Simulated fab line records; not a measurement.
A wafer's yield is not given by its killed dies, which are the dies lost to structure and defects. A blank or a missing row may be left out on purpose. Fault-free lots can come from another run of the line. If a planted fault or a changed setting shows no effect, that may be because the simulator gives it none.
fab line records	flow n5Finfet
record: lots: 7	wafers: 39
route steps=1938 shown FIN_SAQP@102 SPACER0@258 HKMG_FIN@413 BEOL_M0_SAQP@636 BEOL_M0@738 BEOL_M2@890 BEOL_M4@1037 BEOL_M7@1266 BEOL_M9@1419 BEOL_M12@1602 PASSIVATION@1908
startH: start of the lot's first displayed wafer, in hours after the record's first day	waitH: hours elapsed since this lot's preceding step	" repeats the value in the row above	L1.1+2: several wafers, shown together as one row	- either no value or no given start	* or withheld: withheld	< > ~ a bound
route shown NAME@n: names a module that has steps shown in the file, with the first one's number in the route	usual: mean and standard deviation over wafers with no fault	same: alike in all rows	chamber/n: place in a boat	sites: readings site by site	_std_site: their standard deviation	_edge_site: mean of outer sites minus mean of inner sites	radiusMm: for every site, how far away it sits from the centre of the wafer	mask NAME#n: copy n	behind: the tool/chamber that last shaped the wafer	hold: the reason the lot was held/the length of the hold in hours/how it ended	device: the n, p or np transistor that did not switch	end of line: the route-end tests of the same wafers	a step given without rows: its recipe and nothing more	killed: the dies lost at the first sort to structure and to defects; this is not the yield of the wafer	map: per-die view of a wafer (x killed, . not killed, _ where there is no die)
set.NAME: the setting the step ran with; set.NAME@STEP: the setting that earlier step ran with	model.NAME: the simulator's own value behind a step, which no gauge read
lots with deliberately changed settings; one table per step, one row per wafer
== steps ==
step: N5_FIN_SAQP_HM_DEP_72
recipe: material: SiO2	targetThkA: 120	tempC: 400	precursor: SiH4/N2O	pressureTorr: 0.75	rfW: 275	timeS: 7.2
step: N5_SPACER0_ALD_07
recipe: material: SiNx	targetThkA: 20	tempC: 400	aldPrecursorFamily: SiH2I2	aldCoReactant: N2/H2-plasma	pressureTorr: 2
step: N5_HKMG_FIN_CVD_62
recipe: material: a-Si	targetThkA: 30	tempC: 500	precursor: Si2H6	pressureTorr: 1	timeS: 20.8
step: N5_BEOL_M0_SAQP_PECVD_96
recipe: material: a-Si	targetThkA: 450	tempC: 350	precursor: SiH4/He	pressureTorr: 3	rfW: 100	timeS: 45.2
step: N5_BEOL_M0_SPUTTER_134
recipe: material: Cu	targetThkA: 40	tempC: -20	chamberPressurePa: 0.07	powerW: withheld	timeS: 7.37
step: N5_BEOL_M2_TRENCH_ETCH_37
recipe: chemistry: C4F6/O2	targetDepthA: 555.55	target: SiOC	timeS: 29.2	ionEnergyEv: 250	pressureMtorr: 30	sourceW: 355	biasW: 185	Ar_flow_sccm: 300	C4F6_flow_sccm: 10	O2_flow_sccm: 10
step: N5_BEOL_M4_DESCUM_16
recipe: chemistry: O2	timeS: 7	sourcePowerW: 50	biasPowerW: 20	pressureMtorr: 20	rfFrequencyHz: 2.712e+07	tempC: 40	resist: CAR-EUV	o2FlowSccm: 225
step: N5_BEOL_M7_PECVD_70
recipe: material: SiO2	targetThkA: 200	tempC: 400	precursor: TEOS/O2	pressureTorr: 5.5	rfW: 450	teosFlowSccm: 53.8	gas: O2	flowSccm: 3000	timeS: 22.7
step: N5_BEOL_M9_ETCH_62
recipe: chemistry: N2/H2	target: SOC	targetDepthA: 1100	overetchA: 220	maskMaterial: SiARC	tempC: 40	timeS: 165	ionEnergyEv: 200	pressureMtorr: 30	sourceW: 840	biasW: 150	n2FlowSccm: 200	h2FlowSccm: 200
step: N5_BEOL_M12_ILD_DEP_00
recipe: material: SiOC	targetThkA: 6589.2	tempC: 350	precursor: DEMS/O2	pressureTorr: 5	rfW: 500	timeS: 130.7
step: N5_BEOL_M12_SPUTTER_45
recipe: material: Cu	targetThkA: 800	tempC: -20	biasV: 60	powerW: 26000	chamberPressurePa: 0.13	timeS: 13.33
step: N5_PASSIVATION_DESCUM_32
recipe: chemistry: O2	timeS: 7.9	sourcePowerW: 50	biasPowerW: 20	pressureMtorr: 20	rfFrequencyHz: 2.712e+07	tempC: 40	o2FlowSccm: 225
step: N5_PASSIVATION_DESCUM_46
step: N5_PASSIVATION_PROBE_49
usual: sort_bin_6_memory: 3.2/0.67
lot.wafer	tool	chamber	startH	waitH	set.targetThkA@FIN_SAQP_HM_DEP_72	set.targetThkA@SPACER0_ALD_07	set.targetThkA@HKMG_FIN_CVD_62	set.timeS@BEOL_M0_SAQP_PECVD_96	set.timeS@BEOL_M0_SPUTTER_134	set.targetDepthA@BEOL_M2_TRENCH_ETCH_37	set.timeS@BEOL_M4_DESCUM_16	set.timeS@BEOL_M7_PECVD_70	set.timeS@BEOL_M9_ETCH_62	set.targetThkA@BEOL_M12_ILD_DEP_00	set.timeS@BEOL_M12_SPUTTER_45	set.timeS@PASSIVATION_DESCUM_32	set.timeS@PASSIVATION_DESCUM_46	sort_bin_6_memory[%]
L082.1	prober-01	-	322.39	0.1	120	15.85	34.79	32.79	4.804	555.55	7	22.7	165	7932	13.33	7.9	3.644	4.0
L082.2	prober-01	-	322.44	0.2	120	15.85	30	45.2	4.804	667.6	3.84	22.7	165	6589.2	16.59	7.9	3.644	3.8
L082.3	prober-01	-	322.49	0.2	57.07	20	30	45.2	7.37	555.55	7	22.7	165	6589.2	16.59	7.9	7.9	3.1
L082.4	prober-01	-	322.54	0.3	120	20	30	32.79	4.804	555.55	3.84	22.7	165	6589.2	13.33	7.9	7.9	2.8
L082.5	prober-01	-	322.59	0.3	57.07	15.85	34.79	45.2	7.37	667.6	3.84	22.7	165	7932	13.33	7.9	3.644	2.5
L082.6	prober-01	-	322.64	0.4	57.07	20	34.79	32.79	7.37	667.6	7	22.7	165	7932	16.59	7.9	7.9	2.2
L083.1	prober-01	-	332.93	0.0	120	20	36.96	45.2	9.445	555.55	7	22.7	165	6589.2	16.83	7.9	7.9	3.6
L083.2	prober-01	-	332.98	0.1	120	20	30	45.2	9.445	555.55	7	22.7	165	6589.2	13.33	9.417	3.567	3.7
L083.3	prober-01	-	333.03	0.1	120	20	30	45.2	7.37	647.5	7	22.7	165	6589.2	16.83	7.9	7.9	3.5
L083.4	prober-01	-	333.08	0.2	120	20	30	45.2	7.37	555.55	4.15	22.7	165	6589.2	13.33	9.417	7.9	3.7
L083.5	prober-01	-	333.13	0.2	120	20	36.96	45.2	7.37	647.5	4.15	22.7	165	6589.2	16.83	9.417	3.567	3.6
L083.6	prober-01	-	333.18	0.3	120	20	36.96	45.2	9.445	647.5	4.15	22.7	165	6589.2	13.33	7.9	3.567	3.9
L085.1	prober-01	-	337.46	0.0	120	20	30	62.66	7.37	842.8	4.31	22.7	165	6589.2	5.727	7.9	4.985	7.6
L085.2	prober-01	-	337.51	0.1	120	20	30	62.66	7.37	555.55	7	30.41	93.45	6589.2	5.727	12.31	4.985	7.1
L085.3	prober-01	-	337.56	0.1	120	20	30	45.2	7.37	842.8	4.31	30.41	93.45	6589.2	13.33	7.9	4.985	2.9
L085.4	prober-01	-	337.61	0.2	120	20	30	62.66	11.12	842.8	7	22.7	165	6589.2	13.33	7.9	7.9	2.6
L085.5	prober-01	-	337.66	0.2	120	20	30	45.2	11.12	555.55	7	22.7	93.45	6589.2	5.727	12.31	7.9	7.4
L085.6	prober-01	-	337.71	0.3	120	20	30	45.2	11.12	555.55	4.31	30.41	165	6589.2	13.33	12.31	7.9	3.7
L090.3	prober-01	-	379.91	0.1	120	20	30	45.2	7.37	555.55	7	22.7	165	6589.2	13.33	7.9	7.9	1.9
L090.5	prober-01	-	380.01	0.2	120	20	30	45.2	7.37	555.55	7	22.7	165	6589.2	13.33	7.9	7.9	3.6
L090.6	prober-01	-	380.06	0.3	120	20	30	45.2	7.37	555.55	7	22.7	165	6589.2	13.33	7.9	7.9	3.7
L093.1	prober-02	-	404.31	0.0	120	20	30	45.2	7.37	555.55	9.05	10.62	165	6589.2	11.28	6.267	7.9	3.0
L093.2	prober-02	-	404.36	0.1	48.44	20	22.01	45.2	7.37	746.2	7	10.62	235.2	5261	11.28	6.267	9.69	3.0
L093.3	prober-02	-	404.41	0.1	48.44	20	30	45.2	7.37	746.2	7	22.7	165	6589.2	11.28	7.9	7.9	2.6
L093.4	prober-02	-	404.46	0.2	120	20	30	45.2	7.37	746.2	9.05	22.7	235.2	6589.2	13.33	6.267	9.69	3.4
L093.5	prober-02	-	404.51	0.2	48.44	20	22.01	45.2	7.37	555.55	9.05	22.7	235.2	5261	13.33	7.9	7.9	3.1
L093.6	prober-02	-	404.56	0.3	120	20	22.01	45.2	7.37	555.55	7	10.62	165	5261	13.33	7.9	9.69	2.9
L094.1	prober-02	-	409.66	0.0	120	12.05	30	21.04	4.7	555.55	7	17.45	235.2	6589.2	13.33	7.9	7.9	3.2
L094.2	prober-02	-	409.71	0.1	120	12.05	13.49	21.04	4.7	555.55	4.038	22.7	165	6589.2	13.33	7.9	7.9	3.9
L094.3	prober-02	-	409.76	0.1	120	20	30	21.04	7.37	555.55	4.038	22.7	235.2	6589.2	13.33	5.018	7.9	4.1
L094.4	prober-02	-	409.81	0.2	120	20	30	45.2	4.7	555.55	7	22.7	165	6589.2	13.33	5.018	7.9	3.2
L094.5	prober-02	-	409.86	0.2	120	20	13.49	45.2	7.37	555.55	7	17.45	235.2	6589.2	13.33	5.018	7.9	3.4
L094.6	prober-02	-	409.91	0.3	120	12.05	13.49	45.2	7.37	555.55	4.038	17.45	165	6589.2	13.33	7.9	7.9	2.7
L096.1	prober-01	-	409.90	0.0	72.4	20	30	23.72	7.37	873.5	7	29.1	87.21	6589.2	13.33	7.9	7.9	4.8
L096.2	prober-01	-	409.95	0.1	120	20	30	45.2	10.04	873.5	7	22.7	87.21	9723	5.846	7.9	3.705	8.6
L096.3	prober-01	-	410.00	0.1	72.4	20	30	45.2	10.04	555.55	7	29.1	165	6589.2	13.33	7.9	3.705	2.6
L096.4	prober-01	-	410.05	0.2	120	20	43.18	45.2	7.37	555.55	7	22.7	165	9723	13.33	7.9	3.705	3.4
L096.5	prober-01	-	410.10	0.2	120	20	43.18	23.72	7.37	873.5	7	22.7	165	6589.2	5.846	7.9	7.9	7.6
L096.6	prober-01	-	410.15	0.3	72.4	20	43.18	23.72	10.04	555.55	7	29.1	87.21	9723	5.846	7.9	7.9	7.8
killed by level:class
L082.1 BEOL_M1:geometricParticle:open=14 MOL_CONTACT_COAG:geometricParticle:open=11 MOL_CONTACT_COAG:geometricParticle:short=10 DUMMY_GATE:geometricParticle:open=8 BEOL_M3:geometricParticle:open=5 BEOL_M0_SAQP:geometricParticle:short=5 BEOL_M4:geometricParticle:short=5 BEOL_M4:geometricParticle:open=5
L082.2 MOL_CONTACT_COAG:geometricParticle:open=17 FIN_SAQP:geometricParticle:open=10 BEOL_M0_SAQP:geometricParticle:open=8 STI_FIN_REVEAL:geometricParticle:open=7 BEOL_M0_SAQP:geometricParticle:short=7 DUMMY_GATE:geometricParticle:open=5 BEOL_M4:geometricParticle:open=5 GATE_CUT:geometricParticle:open=4
L082.3 DUMMY_GATE:geometricParticle:open=9 BEOL_M1:geometricParticle:open=9 FIN_SAQP:geometricParticle:open=8 BEOL_M0_SAQP:geometricParticle:open=8 MOL_CONTACT_COAG:geometricParticle:open=5 BEOL_M5:geometricParticle:open=5 FIN_SAQP:geometricParticle:short=4 BEOL_M4:geometricParticle:open=4
L082.4 MOL_CONTACT_COAG:geometricParticle:open=21 BEOL_M0_SAQP:geometricParticle:open=8 BEOL_M4:geometricParticle:open=8 STI_FIN_REVEAL:geometricParticle:open=7 DUMMY_GATE:geometricParticle:open=6 MOL_CONTACT_COAG:geometricParticle:short=5 FIN_SAQP:geometricParticle:open=4 FIN_SAQP:geometricParticle:short=4
L082.5 MOL_CONTACT_COAG:geometricParticle:open=10 FIN_SAQP:geometricParticle:open=9 BEOL_M0_SAQP:geometricParticle:open=9 BEOL_M0_SAQP:geometricParticle:short=8 BEOL_M4:geometricParticle:open=8 BEOL_M2:geometricParticle:open=4 BEOL_M1:geometricParticle:open=4 GATE_CUT:geometricParticle:open=3
L082.6 BEOL_M0_SAQP:geometricParticle:short=11 FIN_SAQP:geometricParticle:open=10 BEOL_M1:geometricParticle:open=7 MOL_CONTACT_COAG:geometricParticle:open=5 BEOL_M3:geometricParticle:open=4 STARTING-WAFER:geometricParticle:open=4 FIN_SAQP:geometricParticle:short=3 BEOL_M2:geometricParticle:open=3
L083.1 BEOL_M0_SAQP:geometricParticle:open=15 BEOL_M0_SAQP:geometricParticle:short=13 GATE_CUT:geometricParticle:short=10 MOL_CONTACT_COAG:geometricParticle:open=9 BEOL_M2:geometricParticle:open=8 FIN_SAQP:geometricParticle:open=7 BEOL_M3:geometricParticle:open=7 STI_FIN_REVEAL:geometricParticle:open=5
L083.2 STI_FIN_REVEAL:geometricParticle:open=14 MOL_CONTACT_COAG:geometricParticle:open=10 BEOL_M2:geometricParticle:open=9 BEOL_M0_SAQP:geometricParticle:open=8 FIN_SAQP:geometricParticle:short=7 FIN_SAQP:geometricParticle:open=7 STI_FIN_REVEAL:geometricParticle:short=5 BEOL_M5:geometricParticle:open=5
L083.3 BEOL_M2:geometricParticle:open=10 STI_FIN_REVEAL:geometricParticle:open=8 ILD0:geometricParticle:open=8 BEOL_M0_SAQP:geometricParticle:open=7 ILD0:geometricParticle:short=7 BEOL_M0_SAQP:geometricParticle:short=7 STI_FIN_REVEAL:geometricParticle:short=6 BEOL_M1:geometricParticle:open=6
L083.4 FIN_SAQP:geometricParticle:open=15 BEOL_M0_SAQP:geometricParticle:short=12 BEOL_M0_SAQP:geometricParticle:open=11 MOL_CONTACT_COAG:geometricParticle:open=10 BEOL_M2:geometricParticle:open=10 BEOL_M5:geometricParticle:open=8 FIN_SAQP:geometricParticle:short=5 STI_FIN_REVEAL:geometricParticle:open=5
L083.5 FIN_SAQP:geometricParticle:open=10 MOL_CONTACT_COAG:geometricParticle:open=9 BEOL_M3:geometricParticle:open=9 FIN_SAQP:geometricParticle:short=8 BEOL_M0_SAQP:geometricParticle:open=8 GATE_CUT:geometricParticle:short=7 BEOL_M0_SAQP:geometricParticle:short=6 BEOL_M4:geometricParticle:open=6
L083.6 MOL_CONTACT_COAG:geometricParticle:open=18 BEOL_M0_SAQP:geometricParticle:short=12 FIN_SAQP:geometricParticle:short=9 BEOL_M0_SAQP:geometricParticle:open=9 FIN_SAQP:geometricParticle:open=8 MOL_CONTACT_COAG:geometricParticle:short=8 STI_FIN_REVEAL:geometricParticle:open=6 BEOL_M1:geometricParticle:open=6
L085.1 BEOL_M12:interfaceVoidOpened=165 MOL_CONTACT_COAG:geometricParticle:open=16 BEOL_M0_SAQP:geometricParticle:open=8 BEOL_M3:geometricParticle:open=8 BEOL_M0_SAQP:geometricParticle:short=6 GATE_CUT:geometricParticle:short=5 BEOL_M3:geometricParticle:short=5 BEOL_M1:geometricParticle:open=4
L085.2 BEOL_M9:areaEtch=922 BEOL_M12:interfaceVoidOpened=151 MOL_CONTACT_COAG:geometricParticle:open=22 BEOL_M0_SAQP:geometricParticle:open=9 BEOL_M0_SAQP:geometricParticle:short=7 BEOL_M3:geometricParticle:open=7 STI_FIN_REVEAL:geometricParticle:open=6 DUMMY_GATE:geometricParticle:open=5
L085.3 BEOL_M9:areaEtch=1089 BEOL_M0_SAQP:geometricParticle:short=12 FIN_SAQP:geometricParticle:open=11 BEOL_M0_SAQP:geometricParticle:open=7 GATE_CUT:geometricParticle:short=6 MOL_CONTACT_COAG:geometricParticle:open=6 BEOL_M3:geometricParticle:open=5 MIM_TOP_ETCH:geometricParticle:short=5
L085.4 MOL_CONTACT_COAG:geometricParticle:open=15 STI_FIN_REVEAL:geometricParticle:open=4 GATE_CUT:geometricParticle:open=4 BEOL_M3:geometricParticle:open=4 BEOL_M5:geometricParticle:open=4 MIM_TOP_ETCH:geometricParticle:open=4 FIN_SAQP:geometricParticle:open=3 GATE_CUT:geometricParticle:short=3
L085.5 BEOL_M9:areaEtch=942 BEOL_M12:interfaceVoidOpened=174 MOL_CONTACT_COAG:geometricParticle:open=11 BEOL_M2:geometricParticle:open=6 MOL_CONTACT_COAG:geometricParticle:short=5 BEOL_M0_SAQP:geometricParticle:short=5 BEOL_M0_SAQP:geometricParticle:open=5 BEOL_M4:geometricParticle:open=5
L085.6 FIN_SAQP:geometricParticle:open=15 BEOL_M4:geometricParticle:open=11 BEOL_M0_SAQP:geometricParticle:open=10 STI_FIN_REVEAL:geometricParticle:open=10 MOL_CONTACT_COAG:geometricParticle:open=8 BEOL_M0_SAQP:geometricParticle:short=7 FIN_SAQP:geometricParticle:short=6 BEOL_M1:geometricParticle:open=6
L090.3 FIN_SAQP:geometricParticle:open=8 FIN_SAQP:geometricParticle:short=7 BEOL_M3:geometricParticle:open=7 STI_FIN_REVEAL:geometricParticle:open=6 BEOL_M0_SAQP:geometricParticle:short=5 BEOL_M1:geometricParticle:open=5 MOL_CONTACT_COAG:geometricParticle:open=4 BEOL_M0_SAQP:geometricParticle:open=4
L090.5 BEOL_M3:geometricParticle:open=17 MOL_CONTACT_COAG:geometricParticle:open=15 FIN_SAQP:geometricParticle:open=13 BEOL_M2:geometricParticle:open=7 FIN_SAQP:geometricParticle:short=5 GATE_CUT:geometricParticle:open=5 BEOL_M0_SAQP:geometricParticle:short=5 STI_FIN_REVEAL:geometricParticle:open=4
L090.6 BEOL_M1:geometricParticle:open=16 MOL_CONTACT_COAG:geometricParticle:open=12 FIN_SAQP:geometricParticle:open=11 STI_FIN_REVEAL:geometricParticle:open=10 DUMMY_GATE:geometricParticle:open=7 BEOL_M5:geometricParticle:open=7 FIN_SAQP:geometricParticle:short=5 GATE_CUT:geometricParticle:short=5
L093.1 MOL_CONTACT_COAG:geometricParticle:open=15 FIN_SAQP:geometricParticle:short=7 BEOL_M0_SAQP:geometricParticle:open=7 FIN_SAQP:geometricParticle:open=6 BEOL_M0_SAQP:geometricParticle:short=6 BEOL_M1:geometricParticle:open=6 BEOL_M4:geometricParticle:open=6 BEOL_M3:geometricParticle:open=5
L093.2 BEOL_M1:geometricParticle:open=11 MOL_CONTACT_COAG:geometricParticle:open=10 BEOL_M0_SAQP:geometricParticle:open=9 BEOL_M1:geometricParticle:short=7 BEOL_M2:geometricParticle:open=6 BEOL_M3:geometricParticle:open=6 FIN_SAQP:geometricParticle:short=5 BEOL_M0_SAQP:geometricParticle:short=5
L093.3 BEOL_M1:geometricParticle:open=11 FIN_SAQP:geometricParticle:open=10 MOL_CONTACT_COAG:geometricParticle:open=8 BEOL_M2:geometricParticle:open=6 STI_FIN_REVEAL:geometricParticle:open=5 GATE_CUT:geometricParticle:short=5 MOL_CONTACT_COAG:geometricParticle:short=5 BEOL_M0_SAQP:geometricParticle:open=5
L093.4 MOL_CONTACT_COAG:geometricParticle:open=15 BEOL_M0_SAQP:geometricParticle:open=14 FIN_SAQP:geometricParticle:open=10 BEOL_M0_SAQP:geometricParticle:short=7 BEOL_M1:geometricParticle:open=6 FIN_SAQP:geometricParticle:short=5 BEOL_M2:geometricParticle:open=5 GATE_CUT:geometricParticle:short=4
L093.5 BEOL_M2:geometricParticle:open=12 FIN_SAQP:geometricParticle:open=11 MOL_CONTACT_COAG:geometricParticle:open=10 BEOL_M0_SAQP:geometricParticle:short=10 BEOL_M1:geometricParticle:open=7 BEOL_M3:geometricParticle:open=7 BEOL_M0_SAQP:geometricParticle:open=6 FIN_SAQP:geometricParticle:short=4
L093.6 MOL_CONTACT_COAG:geometricParticle:open=14 BEOL_M2:geometricParticle:open=10 FIN_SAQP:geometricParticle:short=7 BEOL_M0_SAQP:geometricParticle:open=7 BEOL_M0_SAQP:geometricParticle:short=7 BEOL_M1:geometricParticle:open=6 FIN_SAQP:geometricParticle:open=4 STI_FIN_REVEAL:geometricParticle:open=4
L094.1 MOL_CONTACT_COAG:geometricParticle:open=12 BEOL_M0_SAQP:geometricParticle:short=12 FIN_SAQP:geometricParticle:open=11 BEOL_M2:geometricParticle:open=10 BEOL_M3:geometricParticle:open=10 BEOL_M4:geometricParticle:open=9 STARTING-WAFER:geometricParticle:open=6 FIN_SAQP:geometricParticle:short=4
L094.2 FIN_SAQP:geometricParticle:short=12 MOL_CONTACT_COAG:geometricParticle:open=12 BEOL_M4:geometricParticle:open=12 FIN_SAQP:geometricParticle:open=10 BEOL_M0_SAQP:geometricParticle:open=10 BEOL_M2:geometricParticle:open=10 BEOL_M1:geometricParticle:open=8 GATE_CUT:geometricParticle:short=6
L094.3 MOL_CONTACT_COAG:geometricParticle:open=10 BEOL_M0_SAQP:geometricParticle:open=10 FIN_SAQP:geometricParticle:short=9 BEOL_M2:geometricParticle:open=9 BEOL_M3:geometricParticle:open=9 BEOL_M4:geometricParticle:open=9 STI_FIN_REVEAL:geometricParticle:open=8 FIN_SAQP:geometricParticle:open=7
L094.4 MOL_CONTACT_COAG:geometricParticle:open=15 BEOL_M2:geometricParticle:open=11 BEOL_M0_SAQP:geometricParticle:short=8 BEOL_M1:geometricParticle:open=7 GATE_CUT:geometricParticle:short=6 BEOL_M3:geometricParticle:open=6 BEOL_M4:geometricParticle:open=6 FIN_SAQP:geometricParticle:open=5
L094.5 MOL_CONTACT_COAG:geometricParticle:open=13 BEOL_M0_SAQP:geometricParticle:open=11 BEOL_M1:geometricParticle:open=8 FIN_SAQP:geometricParticle:short=7 GATE_CUT:geometricParticle:short=7 BEOL_M2:geometricParticle:open=7 BEOL_M3:geometricParticle:open=7 GATE_CUT:geometricParticle:open=6
L096.1 BEOL_M9:areaEtch=1035 BEOL_M0_SAQP:geometricParticle:open=26 BEOL_M0_SAQP:geometricParticle:short=16 FIN_SAQP:geometricParticle:open=11 FIN_SAQP:geometricParticle:short=9 MOL_CONTACT_COAG:geometricParticle:open=9 BEOL_M3:geometricParticle:open=9 STI_FIN_REVEAL:geometricParticle:open=6
L094.6 BEOL_M0_SAQP:geometricParticle:open=10 BEOL_M0_SAQP:geometricParticle:short=9 BEOL_M3:geometricParticle:open=9 MOL_CONTACT_COAG:geometricParticle:open=8 FIN_SAQP:geometricParticle:open=7 FIN_SAQP:geometricParticle:short=6 BEOL_M1:geometricParticle:open=5 BEOL_M2:geometricParticle:open=5
L096.2 BEOL_M9:areaEtch=914 BEOL_M12:interfaceVoidOpened=171 BEOL_M4:geometricParticle:open=13 MOL_CONTACT_COAG:geometricParticle:open=11 BEOL_M0_SAQP:geometricParticle:open=8 FIN_SAQP:geometricParticle:open=7 BEOL_M0_SAQP:geometricParticle:short=7 STI_FIN_REVEAL:geometricParticle:open=4
L096.3 BEOL_M0_SAQP:geometricParticle:open=13 BEOL_M3:geometricParticle:open=11 BEOL_M0_SAQP:geometricParticle:short=7 BEOL_M1:geometricParticle:open=6 FIN_SAQP:geometricParticle:open=5 BEOL_M4:geometricParticle:open=5 FIN_SAQP:geometricParticle:short=4 GATE_CUT:geometricParticle:short=4
L096.4 MOL_CONTACT_COAG:geometricParticle:open=11 BEOL_M3:geometricParticle:open=10 BEOL_M0_SAQP:geometricParticle:short=8 BEOL_M0_SAQP:geometricParticle:open=7 BEOL_M4:geometricParticle:open=7 STI_FIN_REVEAL:geometricParticle:open=6 FIN_SAQP:geometricParticle:short=5 FIN_SAQP:geometricParticle:open=4
L096.5 BEOL_M12:interfaceVoidOpened=146 BEOL_M3:geometricParticle:open=20 BEOL_M0_SAQP:geometricParticle:open=16 FIN_SAQP:geometricParticle:open=7 BEOL_M0_SAQP:geometricParticle:short=7 BEOL_M4:geometricParticle:open=7 BEOL_M1:geometricParticle:open=5 BEOL_M3:geometricParticle:short=4
L096.6 BEOL_M9:areaEtch=932 BEOL_M12:interfaceVoidOpened=136 BEOL_M3:geometricParticle:open=12 BEOL_M0_SAQP:geometricParticle:short=12 FIN_SAQP:geometricParticle:open=11 FIN_SAQP:geometricParticle:short=9 BEOL_M4:geometricParticle:open=8 BEOL_M1:geometricParticle:open=7
== key ==
split: step: N5_FIN_SAQP_HM_DEP_72	setting: targetThkA	statedAs: 120
response none clear
split: step: N5_SPACER0_ALD_07	setting: targetThkA	statedAs: 20
response none clear
split: step: N5_HKMG_FIN_CVD_62	setting: targetThkA	statedAs: 30
response none clear
split: step: N5_BEOL_M0_SAQP_PECVD_96	setting: timeS	statedAs: 45.2
response none clear
split: step: N5_BEOL_M0_SPUTTER_134	setting: timeS	statedAs: 7.37
response none clear
split: step: N5_BEOL_M2_TRENCH_ETCH_37	setting: targetDepthA	statedAs: 555.55
response none clear
split: step: N5_BEOL_M4_DESCUM_16	setting: timeS	statedAs: 7
response none clear
split: step: N5_BEOL_M7_PECVD_70	setting: timeS	statedAs: 22.7
response none clear
split: step: N5_BEOL_M9_ETCH_62	setting: timeS	statedAs: 165
response none clear
split: step: N5_BEOL_M12_ILD_DEP_00	setting: targetThkA	statedAs: 6589.2
response none clear
split: step: N5_BEOL_M12_SPUTTER_45	setting: timeS	statedAs: 13.33
response: step: N5_PASSIVATION_PROBE_49	reading: sort_bin_6_memory	slope: -0.0612	per: 1%	togetherWith: all	explained: 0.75
split: step: N5_PASSIVATION_DESCUM_32	setting: timeS	statedAs: 7.9
response none clear
split: step: N5_PASSIVATION_DESCUM_46	setting: timeS	statedAs: 7.9
response none clear
